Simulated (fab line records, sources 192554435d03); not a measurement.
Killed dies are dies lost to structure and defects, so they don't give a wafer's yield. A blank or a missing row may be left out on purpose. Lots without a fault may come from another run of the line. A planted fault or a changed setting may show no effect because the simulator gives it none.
fab line records | flow n5_finfet
record lots=24 wafers=72 last_day=20
route steps=1938 shown BEOL_M6@1215 BEOL_M7@1267
lots that met no fault: from a run of the same line without faults
start_h: hours from the record's first day to the start of the lot's first wafer shown | wait_h: hours since the lot's step before | " the same as in the row above | L1.1+2: a row that stands for several wafers | - no value, or no start given | * or withheld: withheld | < > ~ a bound
route shown NAME@n: a module of which the file shows steps, and the number in the route of the first | usual: mean/standard deviation of fault-free wafers | same: alike in all rows | chamber/n: place in a boat | sites: the reading at each site | _std_site: their standard deviation | _edge_site: outer sites' mean less inner sites' | radius_mm: how far each site lies from the wafer's centre | mask NAME#n: copy n | behind: the tool/chamber that last shaped the wafer | hold: why the lot was held/for how many hours/how that ended | device: the transistor (n, p or np) that didn't switch | end of line: the same wafers' tests at the end of the route | a step without rows: its recipe alone | killed: dies lost to structure and defects at the first sort, not the wafer's yield | map: a wafer's dies, x killed, . not, _ none there
set.NAME: the setting as run; set.NAME@STEP: as run at that earlier step | model.NAME: the simulator's own value behind a step, which no gauge read
steps of the route over a sample of lots; a table a step, a row a wafer
services: from which hour (start_h, from the record's first day; less than 0 if before it) a tool's chamber was out of use, for how many hours, and why
## steps
# step N5_BEOL_M6_HM_OPEN_17
# recipe chemistry=Cl2/BCl3 target_depth_a=200 overetch_a=60 target=TiN mask_material=SOC ion_energy_ev=150 pressure_mtorr=10 icp_w=1000 bias_w=126 Cl2_flow_sccm=53.25 bcl3_flow_sccm=21.75 Ar_flow_sccm=25
# usual drypump_motor_current_A=5.6/0.59 he_backside_leak_sccm=3.38/0.22 oes_ar_750_au=0.84/0.1 oes_product_au=0.70/0.087 throttle_valve_pct=22.05/0.24
# columns lot.wafer tool chamber start_h wait_h drypump_motor_current_A he_backside_leak_sccm oes_ar_750_au oes_product_au rf_hours_counter_h throttle_valve_pct
L076.3 rie_metal-03 1 225.14 0.1 6.0 3.62 0.64 0.55 - 22.00
L076.4 " 0 " " 5.2 3.55 0.81 0.70 - 22.37
L076.5 " 1 " " 6.1 3.38 0.64 0.55 - 21.98
L078.1 rie_metal-02 0 232.28 0.0 4.8 3.53 0.62 0.53 124 21.99
L078.3 " 0 " " 4.9 3.65 0.62 0.52 - 22.00
L078.5 " 1 " " 6.4 3.25 0.91 0.75 - 22.24
L074.2 rie_metal-02 0 240.54 0.0 4.8 3.48 0.62 0.51 125 22.01
L074.3 " 1 " " 6.4 3.24 0.91 0.73 - 22.25
L074.4 " 0 " " 4.9 3.49 0.61 0.51 - 22.00
L077.3 rie_metal-01 1 245.46 0.1 5.7 3.22 0.78 0.67 - 21.79
L077.4 " 0 " " 5.0 3.20 0.88 0.71 - 22.06
L077.5 " 1 " " 5.7 3.46 0.79 0.68 - 21.79
L080.2 rie_metal-03 0 249.31 0.0 5.1 3.63 0.80 0.68 38 22.39
L080.4 " 0 " " 5.1 3.60 0.80 0.69 - 22.37
L080.6 " 0 " " 5.1 3.46 0.79 0.68 - 22.38
L075.1 rie_metal-02 1 249.62 0.0 6.4 3.24 0.90 0.74 21 22.23
L075.4 " 1 " " 6.4 3.11 0.89 0.75 - 22.22
L075.5 " 1 " " 6.4 3.04 0.89 0.75 - 22.22
L079.3 rie_metal-01 1 249.80 0.1 5.6 3.47 0.77 0.68 - 21.79
L079.4 " 0 " " 4.9 3.24 0.88 0.70 - 22.08
L079.6 " 0 " " 4.9 3.29 0.87 0.70 - 22.08
L081.2 rie_metal-01 1 269.70 0.0 5.7 3.77 0.78 0.67 36 21.79
L081.3 " 1 " " 5.6 3.75 0.77 0.67 - 21.80
L081.5 " 0 " " 4.9 3.34 0.87 0.70 - 22.07
L082.1 rie_metal-03 1 270.92 0.0 6.0 3.71 0.62 0.54 110 22.01
L082.4 " 0 " " 5.1 3.55 0.79 0.66 - 22.40
L082.6 " 1 " " 6.0 3.58 0.63 0.54 - 22.00
L083.1 rie_metal-02 0 275.18 0.0 4.8 3.44 0.98 0.83 1 21.79
L083.2 " 1 " " 6.4 3.34 0.88 0.72 24 22.26
L083.6 " 1 " " 6.4 3.51 0.87 0.73 - 22.26
L086.2 rie_metal-03 0 296.52 0.0 5.1 3.50 0.80 0.65 43 22.43
L086.3 " 0 " " 5.1 3.44 0.79 0.66 - 22.42
L086.4 " 1 " " 6.0 3.24 0.62 0.52 - 22.04
L084.2 rie_metal-02 0 300.81 0.0 4.9 3.47 0.96 0.81 4 21.77
L084.4 " 1 " " 6.4 3.06 0.88 0.71 - 22.27
L084.5 " 1 " " 6.4 2.93 0.87 0.71 - 22.28
L085.1 rie_metal-02 1 301.76 0.0 6.3 3.18 0.87 0.72 27 22.25
L085.3 " 0 " " 4.8 3.39 0.96 0.81 - 21.80
L085.6 " 0 " " 4.9 3.53 0.96 0.79 - 21.80
L087.3 rie_metal-02 0 305.24 0.1 4.9 3.45 0.96 0.79 - 21.81
L087.4 " 1 " " 6.3 3.28 0.87 0.71 - 22.25
L087.5 " 0 " " 4.8 3.61 0.96 0.80 - 21.80
L088.3 rie_metal-01 1 317.65 0.1 5.6 3.44 0.76 0.65 - 21.82
L088.5 " 1 " " 5.6 3.67 0.77 0.67 - 21.81
L088.6 " 0 " " 5.0 3.27 0.86 0.69 - 22.08
L089.1 rie_metal-03 0 325.28 0.0 5.1 3.44 0.78 0.65 46 22.41
L089.3 " 1 " " 6.1 3.23 0.99 0.84 - 21.75
L089.4 " 0 " " 5.1 3.31 0.78 0.66 - 22.41
L091.3 rie_metal-03 0 326.79 0.1 5.1 3.65 0.78 0.66 - 22.40
L091.4 " 1 " " 6.0 3.29 0.98 0.82 - 21.74
L091.5 " 0 " " 5.1 3.58 0.78 0.65 - 22.41
L090.1 rie_metal-03 1 330.98 0.0 6.0 3.35 0.97 0.84 1 21.74
L090.2 " 0 " " 5.1 3.43 0.78 0.65 47 22.40
L090.6 " 1 " " 6.0 3.13 0.98 0.83 - 21.75
L094.2 rie_metal-03 0 335.80 0.0 5.1 3.60 0.77 0.66 47 22.41
L094.3 " 1 " " 6.0 3.24 0.96 0.84 - 21.74
L094.6 " 1 " " 6.0 3.26 0.97 0.83 - 21.73
L092.1 rie_metal-01 1 338.11 0.0 5.6 3.67 0.76 0.66 41 21.81
L092.3 " 1 " " 5.7 3.60 0.76 0.66 - 21.82
L092.6 " 1 " " 5.6 3.96 0.77 0.66 - 21.81
L093.3 rie_metal-03 1 343.48 0.1 6.0 3.15 0.95 0.81 - 21.75
L093.5 " 1 " " 6.0 3.24 0.94 0.81 - 21.74
L093.6 " 1 " " 6.0 3.33 0.94 0.82 - 21.74
L095.1 rie_metal-02 0 367.47 0.0 4.8 3.50 0.91 0.76 10 21.83
L095.2 " 1 " " 6.4 3.29 0.85 0.69 33 22.27
L095.3 " 0 " " 4.8 3.58 0.91 0.77 - 21.79
L096.1 rie_metal-02 1 370.56 0.0 6.3 3.21 0.84 0.69 33 22.28
L096.2 " 0 " " 4.8 3.44 0.90 0.77 10 21.80
L096.4 " 1 " " 6.4 2.99 0.84 0.69 - 22.28
L097.3 rie_metal-01 0 396.84 0.1 5.0 3.36 0.84 0.67 - 22.09
L097.5 " 0 " " 4.9 3.28 0.83 0.67 - 22.09
L097.6 " 1 " " 5.7 3.28 0.76 0.65 - 21.82
# step N5_BEOL_M6_OVL_MEAS_29
# recipe points_per_wafer=522
# usual V5_OVL=0.5/0.76
# columns lot.wafer tool chamber start_h wait_h V5_OVL[nm]
L076.3 overlay-02 0 226.74 0.0 0.2
L076.4 " 0 " " -0.2
L076.5 " 0 " " 0.3
L078.1 overlay-02 0 236.49 0.0 1.1
L078.3 " 0 " " 1.1
L078.5 " 0 " " 0.7
L074.2 overlay-01 0 244.48 0.0 0.2
L074.3 " 0 " " 0.1
L074.4 " 0 " " 0.2
L077.3 overlay-01 0 247.62 0.0 0.3
L077.4 " 0 " " 0.5
L077.5 " 0 " " 0.2
L080.2 overlay-02 0 250.88 0.0 1.7
L080.4 " 0 " " 0.6
L080.6 " 0 " " 1.1
L079.3 overlay-01 0 250.93 0.0 -0.1
L079.4 " 0 " " -0.2
L079.6 " 0 " " -1.2
L075.1 overlay-02 0 250.96 0.0 0.8
L075.4 " 0 " " 1.3
L075.5 " 0 " " 1.4
L082.1 overlay-01 0 273.09 0.0 0.7
L082.4 " 0 " " 1.0
L082.6 " 0 " " 0.0
L081.2 overlay-02 0 273.27 0.0 1.0
L081.3 " 0 " " 2.0
L081.5 " 0 " " 1.8
L083.1 overlay-01 0 277.26 0.0 0.6
L083.2 " 0 " " -0.2
L083.6 " 0 " " 0.4
L086.2 overlay-02 0 298.96 0.0 1.0
L086.3 " 0 " " 1.2
L086.4 " 0 " " -0.7
L084.2 overlay-02 0 301.50 0.0 -0.4
L084.4 " 0 " " 0.2
L084.5 " 0 " " 0.3
L085.1 overlay-02 0 303.41 0.0 1.3
L085.3 " 0 " " 1.5
L085.6 " 0 " " 1.7
L087.3 overlay-01 0 307.03 0.0 -0.1
L087.4 " 0 " " -0.4
L087.5 " 0 " " 0.2
L088.3 overlay-02 0 324.12 0.0 0.5
L088.5 " 0 " " -0.2
L088.6 " 0 " " -0.2
L089.1 overlay-01 0 326.41 0.0 0.2
L089.3 " 0 " " -0.9
L089.4 " 0 " " -0.7
L091.3 overlay-02 0 328.73 0.0 0.2
L091.4 " 0 " " 2.3
L091.5 " 0 " " 0.5
L090.1 overlay-01 0 334.86 0.0 -0.4
L090.2 " 0 " " 0.5
L090.6 " 0 " " 0.3
L094.2 overlay-02 0 336.70 0.0 0.7
L094.3 " 0 " " 0.3
L094.6 " 0 " " 0.9
L092.1 overlay-02 0 341.36 0.0 -0.5
L092.3 " 0 " " 1.0
L092.6 " 0 " " 0.9
L093.3 overlay-01 0 344.45 0.0 1.3
L093.5 " 0 " " 0.4
L093.6 " 0 " " 1.4
L095.1 overlay-01 0 370.74 0.0 1.0
L095.2 " 0 " " 0.0
L095.3 " 0 " " 1.8
L096.1 overlay-01 0 371.11 0.0 -0.6
L096.2 " 0 " " 0.2
L096.4 " 0 " " 0.9
L097.3 overlay-01 0 398.10 0.0 0.7
L097.5 " 0 " " 1.6
L097.6 " 0 " " 1.6
# step N5_BEOL_M6_DESCUM_33
# recipe chemistry=O2 time_s=7 source_power_w=50 bias_power_w=20 pressure_mtorr=20 rf_frequency_hz=2.712e+07 temp_c=40 resist=CAR-EUV o2_flow_sccm=225
# usual drypump_motor_current_A=5.8/0.52 oes_product_au=0.79/0.11 rf_vpp_V=243.4/1.4 showerhead_plenum_p_Torr=2.12/0.077 throttle_valve_pct=20.36/0.3
# columns lot.wafer tool chamber start_h wait_h drypump_motor_current_A oes_product_au rf_hours_counter_h rf_vpp_V showerhead_plenum_p_Torr throttle_valve_pct
L076.3 rie_diel-03 3 226.82 0.0 6.1 0.67 247 241.0 1.97 20.41
L076.4 " 0 " " 4.9 0.92 14 241.0 2.06 20.09
L076.5 " 2 " " 5.6 0.71 - 241.8 1.99 20.36
L078.1 rie_diel-02 1 236.80 0.2 5.5 0.71 233 241.7 2.07 20.86
L078.3 " 0 " " 6.1 0.91 35 245.0 2.23 19.90
L078.5 " 0 " " 6.1 0.91 - 245.4 2.23 19.91
L074.2 rie_diel-02 0 244.98 0.4 6.1 0.90 38 243.9 2.23 19.91
L074.3 " 3 " " 6.4 0.71 205 241.2 1.99 20.18
L074.4 " 1 " " 5.5 0.70 236 243.7 2.07 20.88
L077.3 rie_diel-06 1 248.02 0.4 5.2 0.68 218 244.6 2.18 20.56
L077.4 " 0 " " 5.8 0.72 210 243.6 2.14 20.46
L077.5 " 1 " " 5.2 0.67 - 243.4 2.18 20.58
L080.2 rie_diel-03 1 251.42 0.5 5.9 0.75 188 244.3 2.19 21.04
L080.4 " 0 " " 4.9 0.90 - 242.6 2.05 20.11
L080.6 " 2 " " 5.6 0.71 - 241.8 1.99 20.39
L079.3 rie_diel-02 2 251.55 0.6 5.2 0.96 4 243.0 2.05 20.14
L079.4 " 3 " " 6.4 0.70 208 241.9 1.99 20.17
L079.6 " 0 " " 6.1 0.89 - 244.6 2.23 19.92
L075.1 rie_diel-06 3 251.75 0.7 6.8 0.70 244 244.7 2.13 20.29
L075.4 " 0 " " 5.9 0.73 211 244.4 2.14 20.47
L075.5 " 0 " " 5.9 0.72 - 243.4 2.14 20.48
L082.1 rie_diel-06 2 273.55 0.4 6.2 0.66 248 243.0 2.16 20.66
L082.4 " 1 " " 5.2 0.68 - 244.2 2.17 20.59
L082.6 " 0 " " 5.9 0.71 - 244.3 2.14 20.50
L081.2 rie_diel-02 1 273.69 0.4 5.5 0.69 248 243.3 2.07 20.90
L081.3 " 3 " " 6.3 0.70 217 241.7 1.99 20.22
L081.5 " 2 " " 5.2 0.95 - 241.5 2.05 20.16
L083.1 rie_diel-06 2 277.35 0.0 6.2 0.67 249 245.6 2.16 20.65
L083.2 " 1 " " 5.2 0.67 228 243.5 2.17 20.58
L083.6 " 0 " " 5.9 0.72 - 243.9 2.14 20.49
L086.2 rie_diel-06 0 299.04 0.0 5.9 0.71 231 243.4 2.14 20.49
L086.3 " 3 " " 6.8 0.97 5 244.2 2.13 19.94
L086.4 " 3 " " 6.7 0.97 - 243.3 2.13 19.94
L084.2 rie_diel-06 1 301.58 0.0 5.2 0.66 239 244.5 2.17 20.59
L084.4 " 1 " " 5.2 0.67 - 243.8 2.17 20.60
L084.5 " 0 " " 5.9 0.71 - 244.7 2.14 20.50
L085.1 rie_diel-06 1 303.51 0.0 5.2 0.67 240 243.0 2.17 20.60
L085.3 " 0 " " 5.9 0.71 232 243.4 2.14 20.51
L085.6 " 3 " " 6.8 0.95 - 243.0 2.13 19.93
L087.3 rie_diel-02 0 307.56 0.5 6.1 0.86 63 245.7 2.22 19.96
L087.4 " 1 " " 5.5 0.96 5 241.6 2.07 20.63
L087.5 " 0 " " 6.1 0.87 - 245.0 2.22 19.95
L088.3 rie_diel-02 3 324.20 0.0 6.3 0.69 235 242.2 1.98 20.24
L088.5 " 2 " " 5.2 0.89 - 242.1 2.04 20.17
L088.6 " 3 " " 6.3 0.68 - 241.0 1.98 20.24
L089.1 rie_diel-03 1 326.50 0.0 6.0 0.72 215 245.1 2.18 21.07
L089.3 " 0 " " 4.9 0.85 53 242.3 2.04 20.15
L089.4 " 2 " " 5.6 0.68 230 240.3 1.98 20.43
L091.3 rie_diel-03 3 328.81 0.0 6.1 0.94 20 246.5 2.23 20.06
L091.4 " 0 " " 4.9 0.85 53 241.8 2.04 20.15
L091.5 " 0 " " 4.9 0.85 - 242.4 2.04 20.15
L090.1 rie_diel-06 0 334.96 0.0 5.9 0.70 242 244.2 2.13 20.53
L090.2 " 2 " " 6.1 0.96 7 243.4 2.16 20.35
L090.6 " 1 " " 5.2 0.66 - 243.1 2.17 20.62
L094.2 rie_diel-03 1 336.79 0.0 5.9 0.72 218 244.0 2.17 21.08
L094.3 " 2 " " 5.6 0.68 233 241.6 1.97 20.43
L094.6 " 2 " " 5.6 0.70 - 242.7 1.97 20.42
L092.1 rie_diel-06 2 341.49 0.1 6.1 0.93 11 245.3 2.16 20.36
L092.3 " 3 " " 6.8 0.92 20 244.7 2.12 19.98
L092.6 " 0 " " 5.9 0.69 - 243.6 2.13 20.52
L093.3 rie_diel-06 0 344.53 0.0 5.9 0.69 246 245.2 2.13 20.52
L093.5 " 0 " " 5.9 0.70 - 244.3 2.13 20.53
L093.6 " 2 " " 6.2 0.93 - 244.0 2.16 20.37
L095.1 rie_diel-02 0 370.99 0.2 6.1 0.83 88 244.6 2.21 20.02
L095.2 " 2 " " 5.2 0.87 49 242.7 2.04 20.21
L095.3 " 1 " " 5.5 0.89 29 242.3 2.06 20.67
L096.1 rie_diel-02 0 371.45 0.3 6.1 0.83 88 243.6 2.21 19.99
L096.2 " 2 " " 5.2 0.86 49 242.7 2.04 20.21
L096.4 " 1 " " 5.5 0.89 - 242.3 2.06 20.66
L097.3 rie_diel-06 2 398.18 0.0 6.2 0.88 38 241.4 2.15 20.41
L097.5 " 3 " " 6.8 0.88 - 243.9 2.11 20.02
L097.6 " 2 " " 6.2 0.87 - 244.1 2.15 20.41
# step N5_BEOL_M6_TRENCH_ETCH_37
# recipe chemistry=C4F6/O2 target_depth_a=944.35 target=SiCOH_lowk time_s=31.5 ion_energy_ev=250 pressure_mtorr=30 source_w=345 bias_w=185 Ar_flow_sccm=300 C4F6_flow_sccm=10 O2_flow_sccm=10
# usual drypump_motor_current_A=5.8/0.52 oes_ar_750_au=0.79/0.1 oes_o_777_au=0.80/0.1 oes_product_au=0.79/0.11 rf_vpp_V=666/13 showerhead_plenum_p_Torr=2.87/0.1 throttle_valve_pct=20.81/0.25
# columns lot.wafer tool chamber start_h wait_h drypump_motor_current_A oes_ar_750_au oes_o_777_au oes_product_au rf_hours_counter_h rf_vpp_V showerhead_plenum_p_Torr throttle_valve_pct
L076.3 rie_diel-03 3 - - 6.1 0.67 0.67 0.68 247 666 2.68 20.84
L076.4 " 0 " " 4.9 0.92 0.94 0.93 14 661 2.80 20.58
L076.5 " 2 " " 5.6 0.71 0.73 0.70 - 644 2.69 20.74
L078.1 rie_diel-02 1 - - 5.5 0.71 0.71 0.70 233 659 2.79 21.22
L078.3 " 0 " " 6.1 0.90 0.92 0.90 35 674 3.03 20.41
L078.5 " 0 " " 6.2 0.91 0.91 0.91 - 675 3.03 20.40
L074.2 rie_diel-02 0 - - 6.1 0.89 0.90 0.91 38 674 3.03 20.41
L074.3 " 3 " " 6.4 0.71 0.70 0.72 205 653 2.70 20.64
L074.4 " 1 " " 5.5 0.70 0.72 0.69 237 658 2.79 21.21
L077.3 rie_diel-06 1 - - 5.2 0.70 0.74 0.69 218 652 2.94 20.98
L077.4 " 0 " " 5.9 0.73 0.71 0.73 210 691 2.90 20.94
L077.5 " 1 " " 5.2 0.69 0.73 0.70 - 651 2.94 21.00
L080.2 rie_diel-03 1 - - 5.9 0.77 0.79 0.76 188 665 2.96 21.50
L080.4 " 0 " " 4.9 0.90 0.93 0.90 - 660 2.79 20.60
L080.6 " 2 " " 5.6 0.71 0.71 0.70 - 643 2.69 20.75
L079.3 rie_diel-02 2 - - 5.2 0.97 0.99 0.98 4 662 2.81 20.72
L079.4 " 3 " " 6.3 0.70 0.70 0.71 208 653 2.70 20.64
L079.6 " 0 " " 6.1 0.88 0.91 0.90 - 675 3.02 20.41
L075.1 rie_diel-06 3 - - 6.8 0.69 0.67 0.68 244 670 2.93 20.95
L075.4 " 0 " " 5.9 0.71 0.71 0.72 211 689 2.90 20.94
L075.5 " 0 " " 5.9 0.71 0.71 0.71 - 690 2.90 20.92
L082.1 rie_diel-06 2 - - 6.2 0.67 0.68 0.66 248 679 2.89 20.89
L082.4 " 1 " " 5.2 0.69 0.73 0.68 - 652 2.93 21.00
L082.6 " 0 " " 5.9 0.71 0.70 0.70 - 689 2.90 20.94
L081.2 rie_diel-02 1 - - 5.5 0.69 0.71 0.69 248 659 2.79 21.24
L081.3 " 3 " " 6.4 0.70 0.70 0.70 217 653 2.70 20.64
L081.5 " 2 " " 5.2 0.94 0.96 0.93 - 661 2.81 20.74
L083.1 rie_diel-06 2 - - 6.1 0.67 0.69 0.67 249 678 2.89 20.89
L083.2 " 1 " " 5.2 0.69 0.74 0.67 228 652 2.93 21.00
L083.6 " 0 " " 5.9 0.71 0.70 0.71 - 691 2.90 20.96
L086.2 rie_diel-06 0 - - 5.9 0.70 0.70 0.70 231 691 2.90 20.95
L086.3 " 3 " " 6.8 0.94 0.92 0.95 5 671 2.93 20.65
L086.4 " 3 " " 6.8 0.94 0.93 0.95 - 671 2.93 20.62
L084.2 rie_diel-06 1 - - 5.2 0.69 0.72 0.66 239 652 2.93 21.01
L084.4 " 1 " " 5.2 0.69 0.72 0.67 - 651 2.93 21.02
L084.5 " 0 " " 5.9 0.70 0.70 0.71 - 689 2.90 20.96
L085.1 rie_diel-06 1 - - 5.2 0.69 0.72 0.67 240 650 2.93 21.01
L085.3 " 0 " " 5.9 0.70 0.70 0.71 232 690 2.89 20.95
L085.6 " 3 " " 6.8 0.93 0.92 0.95 - 670 2.92 20.62
L087.3 rie_diel-02 0 - - 6.1 0.86 0.87 0.86 63 674 3.01 20.44
L087.4 " 1 " " 5.5 0.94 0.97 0.95 5 658 2.78 20.96
L087.5 " 0 " " 6.1 0.86 0.87 0.87 - 675 3.01 20.43
L088.3 rie_diel-02 3 - - 6.4 0.69 0.69 0.69 235 653 2.69 20.67
L088.5 " 2 " " 5.2 0.90 0.92 0.91 - 662 2.80 20.76
L088.6 " 3 " " 6.4 0.69 0.69 0.70 - 654 2.69 20.66
L089.1 rie_diel-03 1 - - 5.9 0.75 0.77 0.74 215 663 2.94 21.51
L089.3 " 0 " " 4.9 0.85 0.86 0.86 53 659 2.78 20.65
L089.4 " 2 " " 5.6 0.69 0.69 0.69 230 641 2.68 20.80
L091.3 rie_diel-03 3 - - 6.1 0.93 0.92 0.94 20 678 3.01 20.51
L091.4 " 0 " " 4.9 0.85 0.87 0.86 53 660 2.78 20.66
L091.5 " 0 " " 4.9 0.85 0.87 0.86 - 659 2.78 20.64
L090.1 rie_diel-06 0 - - 5.9 0.70 0.69 0.70 242 689 2.89 20.99
L090.2 " 2 " " 6.1 0.93 0.95 0.95 8 678 2.89 20.60
L090.6 " 1 " " 5.2 0.68 0.72 0.67 - 651 2.92 21.02
L094.2 rie_diel-03 1 - - 5.9 0.75 0.77 0.74 218 663 2.94 21.53
L094.3 " 2 " " 5.6 0.69 0.69 0.68 233 643 2.67 20.81
L094.6 " 2 " " 5.6 0.70 0.70 0.68 - 641 2.67 20.80
L092.1 rie_diel-06 2 - - 6.2 0.91 0.94 0.92 11 678 2.89 20.60
L092.3 " 3 " " 6.8 0.90 0.88 0.90 20 670 2.92 20.65
L092.6 " 0 " " 5.9 0.69 0.69 0.69 - 689 2.89 20.98
L093.3 rie_diel-06 0 - - 5.9 0.69 0.69 0.70 246 689 2.89 20.99
L093.5 " 0 " " 5.9 0.69 0.68 0.69 - 688 2.89 20.98
L093.6 " 2 " " 6.2 0.91 0.95 0.93 - 678 2.88 20.60
L095.1 rie_diel-02 0 - - 6.1 0.83 0.84 0.83 88 673 3.00 20.48
L095.2 " 2 " " 5.1 0.86 0.89 0.89 49 662 2.79 20.80
L095.3 " 1 " " 5.5 0.88 0.89 0.89 30 659 2.77 21.01
L096.1 rie_diel-02 0 - - 6.1 0.82 0.84 0.83 88 672 3.00 20.47
L096.2 " 2 " " 5.1 0.87 0.89 0.87 49 662 2.79 20.78
L096.4 " 1 " " 5.5 0.88 0.91 0.88 - 657 2.77 20.99
L097.3 rie_diel-06 2 - - 6.2 0.86 0.88 0.87 38 678 2.87 20.66
L097.5 " 3 " " 6.8 0.85 0.84 0.86 - 672 2.91 20.69
L097.6 " 2 " " 6.2 0.86 0.89 0.87 - 678 2.87 20.64
# step N5_BEOL_M7_HM_DEP_02
# recipe material=TiN target_thk_a=200 temp_c=25 chamber_pressure_pa=0.49996
# usual throttle_valve_pct=29.7/0.94
# columns lot.wafer tool chamber start_h wait_h throttle_valve_pct
L076.3 pvd_sputter-03 - 234.70 1.1 29.1
L076.4 " - " " 30.0
L076.5 " - " " 31.2
L078.1 pvd_sputter-02 - 244.92 2.9 29.8
L078.3 " - " " 29.4
L078.5 " - " " 29.4
L074.2 pvd_sputter-03 - 251.58 1.7 31.4
L074.3 " - " " 30.0
L074.4 " - " " 29.8
L077.3 pvd_sputter-03 - 255.12 1.8 29.8
L077.4 " - " " 30.0
L077.5 " - " " 29.9
L079.3 pvd_sputter-01 - 258.46 1.9 31.5
L079.4 " - " " 28.6
L079.6 " - " " 28.7
L080.2 pvd_sputter-01 - 258.56 1.8 28.5
L080.4 " - " " 28.8
L080.6 " - " " 28.7
L075.1 pvd_sputter-03 - 258.60 1.4 29.8
L075.4 " - " " 29.3
L075.5 " - " " 30.2
L082.1 pvd_sputter-01 - 278.63 0.7 28.5
L082.4 " - " " 31.3
L082.6 " - " " 28.7
L081.2 pvd_sputter-01 - 278.73 0.6 30.2
L081.3 " - " " 28.5
L081.5 " - " " 28.8
L083.1 pvd_sputter-03 - 281.97 1.2 30.3
L083.2 " - " " 31.3
L083.6 " - " " 31.3
L086.2 pvd_sputter-02 - 304.41 1.3 29.6
L086.3 " - " " 28.5
L086.4 " - " " 29.4
L084.2 pvd_sputter-02 - 307.65 1.2 29.5
L084.4 " - " " 28.5
L084.5 " - " " 29.5
L085.1 pvd_sputter-02 - 307.85 0.9 28.3
L085.3 " - " " 29.3
L085.6 " - " " 29.5
L087.3 pvd_sputter-02 - 313.35 0.5 29.6
L087.4 " - " " 29.4
L087.5 " - " " 28.5
L088.3 pvd_sputter-03 - 328.74 0.7 30.0
L088.5 " - " " 31.3
L088.6 " - " " 29.9
L089.1 pvd_sputter-03 - 330.76 0.5 29.9
L089.3 " - " " 31.4
L089.4 " - " " 30.0
L091.3 pvd_sputter-01 - 333.61 0.9 28.3
L091.4 " - " " 28.5
L091.5 " - " " 28.5
L090.1 pvd_sputter-01 - 339.65 1.0 28.6
L090.2 " - " " 28.5
L090.6 " - " " 28.5
L094.2 pvd_sputter-03 - 342.02 1.3 29.9
L094.3 " - " " 31.4
L094.6 " - " " 31.1
L092.1 pvd_sputter-03 - 346.58 0.7 29.7
L092.3 " - " " 31.5
L092.6 " - " " 28.9
L093.3 pvd_sputter-02 - 353.37 1.7 29.5
L093.5 " - " " 28.5
L093.6 " - " " 29.5
L095.1 pvd_sputter-01 - 375.15 0.4 28.5
L095.2 " - " " 31.4
L095.3 " - " " 28.8
L096.1 pvd_sputter-02 - 377.04 1.3 28.6
L096.2 " - " " 29.7
L096.4 " - " " 29.4
L097.3 pvd_sputter-02 - 402.58 0.6 28.5
L097.5 " - " " 29.4
L097.6 " - " " 29.9
# step N5_BEOL_M7_OVL_MEAS_12
# recipe points_per_wafer=44
# usual M7_OVL=0.3/0.69
# columns lot.wafer tool chamber start_h wait_h M7_OVL[nm]
L076.3 overlay-02 0 235.10 0.0 -0.4
L076.4 " 0 " " -0.5
L076.5 " 0 " " 0.5
L078.1 overlay-02 0 245.45 0.0 1.3
L078.3 " 0 " " 0.7
L078.5 " 0 " " 0.8
L074.2 overlay-02 0 252.11 0.0 0.4
L074.3 " 0 " " -0.4
L074.4 " 0 " " -0.8
L077.3 overlay-01 0 255.65 0.0 0.7
L077.4 " 0 " " 1.2
L077.5 " 0 " " 0.0
L079.3 overlay-01 0 259.00 0.0 0.4
L079.4 " 0 " " 1.4
L079.6 " 0 " " 0.0
L080.2 overlay-01 0 259.16 0.0 0.4
L080.4 " 0 " " 1.7
L080.6 " 0 " " 1.6
L075.1 overlay-01 0 259.32 0.0 -0.7
L075.4 " 0 " " 0.0
L075.5 " 0 " " 0.7
L082.1 overlay-02 0 279.05 0.0 0.7
L082.4 " 0 " " 1.8
L082.6 " 0 " " 1.8
L081.2 overlay-02 0 279.26 0.0 0.4
L081.3 " 0 " " 1.0
L081.5 " 0 " " 2.1
L083.1 overlay-01 0 282.37 0.0 -0.4
L083.2 " 0 " " -0.4
L083.6 " 0 " " 1.0
L086.2 overlay-02 0 304.93 0.0 0.4
L086.3 " 0 " " -0.2
L086.4 " 0 " " -0.7
L084.2 overlay-01 0 308.19 0.0 1.1
L084.4 " 0 " " 0.3
L084.5 " 0 " " 0.8
L085.1 overlay-01 0 308.25 0.0 0.1
L085.3 " 0 " " 0.2
L085.6 " 0 " " 0.8
L087.3 overlay-01 0 313.75 0.0 -0.6
L087.4 " 0 " " 0.7
L087.5 " 0 " " 0.3
L088.3 overlay-02 0 329.14 0.0 0.1
L088.5 " 0 " " 1.6
L088.6 " 0 " " -1.1
L089.1 overlay-01 0 331.16 0.0 0.2
L089.3 " 0 " " -0.8
L089.4 " 0 " " -0.3
L091.3 overlay-01 0 334.15 0.0 0.0
L091.4 " 0 " " 0.0
L091.5 " 0 " " -1.2
L090.1 overlay-01 0 340.18 0.0 -0.5
L090.2 " 0 " " 0.0
L090.6 " 0 " " 0.0
L094.2 overlay-02 0 342.43 0.0 0.7
L094.3 " 0 " " 0.7
L094.6 " 0 " " 0.3
L092.1 overlay-02 0 347.13 0.0 0.4
L092.3 " 0 " " 0.6
L092.6 " 0 " " -0.3
L093.3 overlay-01 0 353.78 0.0 1.1
L093.5 " 0 " " -0.3
L093.6 " 0 " " -0.1
L095.1 overlay-01 0 375.68 0.0 0.2
L095.2 " 0 " " 1.2
L095.3 " 0 " " -1.0
L096.1 overlay-02 0 377.57 0.0 -0.8
L096.2 " 0 " " 0.5
L096.4 " 0 " " -0.8
L097.3 overlay-01 0 403.11 0.0 -0.3
L097.5 " 0 " " 0.0
L097.6 " 0 " " 0.9
## services
# columns tool chamber start_h hours kind
rie_diel-06 2 204.99 5.7 repair
rie_diel-02 0 209.63 4.7 repair
rie_diel-02 2 215.22 8.0 repair
rie_diel-03 2 232.24 9.5 repair
rie_diel-06 - 234.94 0.5 repair
rie_diel-03 3 245.80 5.4 repair
rie_diel-06 3 268.66 - clean
rie_diel-06 3 268.66 - consumable_replace:focus_ring
rie_diel-06 3 268.66 20.6 scheduled_down
rie_diel-06 3 268.66 20.6 vent_cycle
rie_diel-06 2 289.23 - clean
rie_diel-06 2 289.23 - consumable_replace:focus_ring
rie_diel-06 2 289.23 18.8 scheduled_down
rie_diel-06 2 289.23 18.8 vent_cycle
rie_metal-02 - 325.49 1.1 repair
rie_diel-02 - 336.28 0.6 repair
rie_diel-06 1 337.72 - clean
rie_diel-06 1 337.72 - consumable_replace:focus_ring
rie_metal-01 1 339.18 17.2 repair
rie_metal-03 0 339.98 5.8 repair
rie_metal-01 1 374.88 1.7 repair
pvd_sputter-01 - 376.86 2.8 repair
rie_metal-02 0 383.10 15.2 repair
rie_diel-06 0 391.80 48.8 repair
## key
fault none
